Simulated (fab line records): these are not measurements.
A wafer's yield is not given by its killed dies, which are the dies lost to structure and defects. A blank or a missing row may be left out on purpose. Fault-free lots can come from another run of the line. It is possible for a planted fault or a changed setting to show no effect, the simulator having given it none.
fab line records    flow n5-finfet
[record] lots = 7  wafers = 21  last-day = 18
route steps=1938 shown BEOL_M12@1618
lots with no fault: from the same line, run without faults
start-h: the number of hours between the record's first day and the start of the first shown wafer of the lot    wait-h: time in hours since the lot's previous step    " as in the row above    L1.1+2: one row covering several wafers at once    - no value present, or no start provided    * or withheld: withheld    < > ~ a bound
route shown NAME@n: a module of which the file shows steps, and the number in the route of the first    usual: the fault-free wafers' mean and standard deviation    same: alike in all rows    chamber/n: place in a boat    sites: readings site by site    _std_site: their standard deviation    _edge_site: outer sites' mean less inner sites'    radius-mm: for every site, how far away it sits from the centre of the wafer    mask NAME#n: copy n    behind: the last tool/chamber to shape the wafer    hold: why the lot went on hold/how many hours it stayed there/how the hold came to an end    device: names the non-switching transistor (n, p or np)    end of line: the route-end tests of the same wafers    where a step has no rows: the recipe by itself    killed: not the wafer's yield, but the dies lost to structure and defects at the first sort    map: the dies of a wafer, with x for killed, . for not killed, _ for no die there
set.NAME: setting as actually run; set.NAME@STEP: the setting as run at that earlier step    model.NAME: the simulator's own value behind a step, which no gauge read
lots at selected steps of the route; one table per step, one row per wafer
services: the hour from which a tool's chamber was out of use, counted from the record's first day as start-h (under 0 if before that day), plus the number of hours and why
[[steps]]
[step N5_BEOL_M12_STRIP_63]
[recipe] chemistry = N2/H2  power-w = 1000  temp-c = 250  h2-frac = 0.65  overash-fraction = 0.3  pressure-mtorr = 1000  n2-flow-sccm = 1750  h2-flow-sccm = 3250
[usual] drypump-motor-current-A = 5.8/0.42  h2-flow-sccm = 3249/9.8  heater-power-w = 357/45  oes-product-au = 0.692/0.0049  strip-time-to-endpoint-s = 42.1/1
lot.wafer  tool             chamber  start-h  wait-h  drypump-motor-current-A  h2-flow-sccm  heater-power-w  oes-product-au  rf-hours-counter-h  strip-time-to-endpoint-s
L571.1     plasma-asher-01  1        264.08   -       6.0                      3259          332             0.692           124                 41.0
L571.3     "                0        "        "       5.7                      3240          297             0.689           -                   42.6
L571.5     "                1        "        "       6.0                      3251          348             0.686           -                   40.7
L574.1     plasma-asher-02  0        281.48   -       6.3                      3230          404             0.703           80                  43.0
L574.2     "                1        "        "       5.2                      3247          401             0.689           80                  41.9
L574.6     "                1        "        "       5.2                      3237          394             0.689           -                   40.9
L570.2     plasma-asher-01  0        286.99   -       5.7                      3248          288             0.695           129                 43.4
L570.3     "                0        "        "       5.7                      3232          289             0.691           -                   41.8
L570.4     "                1        "        "       6.0                      3233          341             0.688           -                   41.9
L586.2     plasma-asher-02  0        360.08   -       6.3                      3254          399             0.687           94                  40.8
L586.3     "                1        "        "       5.2                      3256          396             0.687           -                   42.4
L586.6     "                1        "        "       5.2                      3261          398             0.694           -                   40.9
L588.1     plasma-asher-01  1        360.77   -       6.0                      3257          343             0.695           145                 41.4
L588.2     "                0        "        "       5.7                      3245          293             0.687           145                 41.2
L588.5     "                1        "        "       6.0                      3254          349             0.703           -                   40.7
L589.3     plasma-asher-01  0        378.41   -       5.7                      3255          292             0.701           -                   40.4
L589.5     "                0        "        "       5.7                      3256          292             0.696           -                   40.2
L589.6     "                1        "        "       6.0                      3252          345             0.686           -                   41.2
L593.1     plasma-asher-02  1        395.20   -       5.2                      3248          398             0.684           102                 42.5
L593.3     "                1        "        "       5.2                      3258          407             0.689           -                   41.9
L593.6     "                0        "        "       6.3                      3257          395             0.692           -                   40.7
[step N5_BEOL_M12_STRIP_64]
[recipe] chemistry = N2/H2  power-w = 1000  temp-c = 250  h2-frac = 0.65  overash-fraction = 0.3  pressure-mtorr = withheld  n2-flow-sccm = 1750  h2-flow-sccm = 3250
[usual] drypump-motor-current-A = 5.8/0.42  h2-flow-sccm = 3251/9.5  heater-power-w = 356/44  oes-product-au = 0.715/0.0052  strip-time-to-endpoint-s = 31.35/0.065
lot.wafer  tool             chamber  start-h  wait-h  drypump-motor-current-A  h2-flow-sccm  heater-power-w  oes-product-au  rf-hours-counter-h  strip-time-to-endpoint-s
L571.1     plasma-asher-01  1        264.14   0.0     6.0                      3249          345             0.714           125                 31.26
L571.3     "                0        "        "       5.7                      3249          284             0.721           -                   31.25
L571.5     "                1        "        "       6.0                      3262          345             0.715           -                   31.22
L574.1     plasma-asher-02  0        281.54   0.0     6.3                      3249          397             0.722           80                  31.36
L574.2     "                1        "        "       5.2                      3226          396             0.709           80                  31.41
L574.6     "                1        "        "       5.2                      3255          390             0.712           -                   31.44
L570.2     plasma-asher-01  0        287.05   0.0     5.7                      3250          290             0.722           129                 31.31
L570.3     "                0        "        "       5.7                      3247          290             0.714           -                   31.33
L570.4     "                1        "        "       6.0                      3268          339             0.710           -                   31.30
L586.2     plasma-asher-02  0        360.14   0.0     6.3                      3251          405             0.713           94                  31.36
L586.3     "                1        "        "       5.2                      3260          387             0.711           -                   31.32
L586.6     "                1        "        "       5.2                      3271          384             0.728           -                   31.43
L588.1     plasma-asher-01  1        360.83   0.0     6.0                      3263          346             0.715           145                 31.27
L588.2     "                0        "        "       5.7                      3239          287             0.716           145                 31.21
L588.5     "                1        "        "       6.0                      3254          344             0.721           -                   31.29
L589.3     plasma-asher-01  0        378.47   0.0     5.7                      3251          291             0.710           -                   31.44
L589.5     "                0        "        "       5.7                      3245          290             0.711           -                   31.47
L589.6     "                1        "        "       6.0                      3244          352             0.717           -                   31.43
L593.1     plasma-asher-02  1        395.26   0.0     5.2                      3250          393             0.717           103                 31.42
L593.3     "                1        "        "       5.2                      3223          390             0.722           -                   31.44
L593.6     "                0        "        "       6.3                      3255          403             0.712           -                   31.37
[step N5_BEOL_M12_STRIP_71]
[recipe] chemistry = post-etch-residue-remover  time-s = 60  temp-c = 25  remover-ph = withheld  remover-water-wt-pct = withheld  remover-fluoride-wt-pct = withheld
[step N5_BEOL_M12_SRD_72]
[recipe] time-s = 30  temp-c = 23  rinse-liquid = diw  dry = n2-spin  spin-rpm = 1500  dry-time-s = 30
[step N5_BEOL_M12_CD_MEAS_17]
[recipe] target-cd-nm = 140  polarity = opening
[usual] cd-nm = 142.5/2.2
lot.wafer  tool       chamber  start-h  wait-h  cd-nm
L571.1     cd-sem-03  -        264.29   0.0     143.0
L571.3     "          -        "        "       142.1
L571.5     "          -        "        "       142.5
L574.1     cd-sem-01  -        281.69   0.0     142.4
L574.2     "          -        "        "       143.5
L574.6     "          -        "        "       143.5
L570.2     cd-sem-03  -        287.20   0.0     140.2
L570.3     "          -        "        "       142.8
L570.4     "          -        "        "       140.3
L586.2     cd-sem-01  -        360.29   0.0     141.3
L586.3     "          -        "        "       140.8
L586.6     "          -        "        "       139.2
L588.1     cd-sem-01  -        360.98   0.0     146.7
L588.2     "          -        "        "       141.9
L588.5     "          -        "        "       144.7
L589.3     cd-sem-02  -        378.60   0.0     142.3
L589.5     "          -        "        "       141.7
L589.6     "          -        "        "       138.8
L593.1     cd-sem-01  -        395.41   0.0     143.6
L593.3     "          -        "        "       141.2
L593.6     "          -        "        "       143.7
[step N5_BEOL_M12_COAT_65]
[recipe] resist = SOC  temp-c = 250  time-s = 60  spin-rpm = 1500  resist-thk-nm = 300
[step N5_BEOL_M12_COAT_66]
[recipe] resist = SiARC  temp-c = 220  time-s = 60  spin-rpm = 1500  resist-thk-nm = 110
[step N5_BEOL_M12_COAT_22]
[recipe] spin-rpm = 2888  resist-thk-nm = 300
[step N5_BEOL_M12_EBR_24]
[recipe] solvent = PGMEA  ebr-width-mm = 1.5
[step N5_BEOL_M12_SOFTBAKE_23]
[recipe] temp-c = 130  time-s = 60
[step N5_BEOL_M12_EXPOSE_25]
[recipe] mask-id = M12  na = 0.93  source-shape = conventional  sigma-outer = 0.4  polarization = unpolarized  dose-mj = 21.8
[step N5_BEOL_M12_PEB_26]
[recipe] peb-temp-c = 130  peb-time-s = 90
[step N5_BEOL_M12_DEVELOP_27]
[recipe] develop-time-s = 45  rinse-liquid = diw  dry = air-spin  dev-temp-c = 21
[usual] chill-plate-temp-C = 23.01/0.11  develop-time-s = 45/0
lot.wafer  tool            chamber  start-h  wait-h  chill-plate-temp-C  develop-time-s  model.coat_of_BEOL_M12_COAT_22.thk-nm
L571.1     litho-track-05  0        264.51   -       23.19               45              285
L571.3     "               0        "        "       23.14               45              285.2
L571.5     "               0        "        "       23.10               45              284.6
L574.1     litho-track-03  0        281.90   -       22.96               45              287.6
L574.2     "               0        "        "       23.04               45              286.6
L574.6     "               0        "        "       22.90               45              287.6
L570.2     litho-track-05  0        287.54   -       22.98               45              288
L570.3     "               0        "        "       22.97               45              289
L570.4     "               0        "        "       23.11               45              287.6
L586.2     litho-track-04  -        360.63   -       -                   -               298.8
L586.3     "               -        "        "       -                   -               298.4
L586.6     "               -        "        "       -                   -               298.2
L588.1     litho-track-03  -        361.20   -       -                   -               300.6
L588.2     "               -        "        "       -                   -               300.6
L588.5     "               -        "        "       -                   -               300.6
L589.3     litho-track-04  -        378.81   -       -                   -               301
L589.5     "               -        "        "       -                   -               300.2
L589.6     "               -        "        "       -                   -               301
L593.1     litho-track-05  0        395.63   -       22.89               45              288.2
L593.3     "               0        "        "       22.94               45              287.8
L593.6     "               0        "        "       22.95               45              287.6
[step N5_BEOL_M12_HARDBAKE_32]
[recipe] temp-c = 130  time-s = 120
[[services]]
tool             chamber  start-h  hours  kind
litho-track-03   -        257.94   -      consumable-replace:filter
plasma-asher-01  -        386.02   5.7    pm
[[key]]
[first-sign] step = N5_BEOL_M12_DEVELOP_27  reading = tool-record  direction = missing
effect none on later readings
[model-effect] step = N5_BEOL_M12_DEVELOP_27  value = coat_of_BEOL_M12_COAT_22.thk-nm  without = 286.8  struck = 299.9
met-at N5_BEOL_M12_DEVELOP_27
struck-wafers L586.2,L586.3,L586.6,L588.1,L588.2,L588.5,L589.3,L589.5,L589.6
later-rows-left-out L586.2,L586.3,L586.6,L588.1,L588.2,L588.5,L589.3,L589.5,L589.6
sort-left-out L586.2,L586.3,L586.6,L588.1,L588.2,L588.5,L589.3,L589.5,L589.6
onset-between 281.90 360.63
[fault] kind = skipped-step-whole  tool = litho-track-03,litho-track-04  chamber = -  onset-h = 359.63  steps = N5_BEOL_M12_DEVELOP_27  scope = struck-lots-only
// sort-left-out: the simulated sort isn't trusted on such a fault, so these wafers' sort isn't shown, and their yield isn't known
// later-rows-left-out: the simulator's readings of these wafers behind a module that went badly wrong aren't trusted and aren't shown, but for the sort
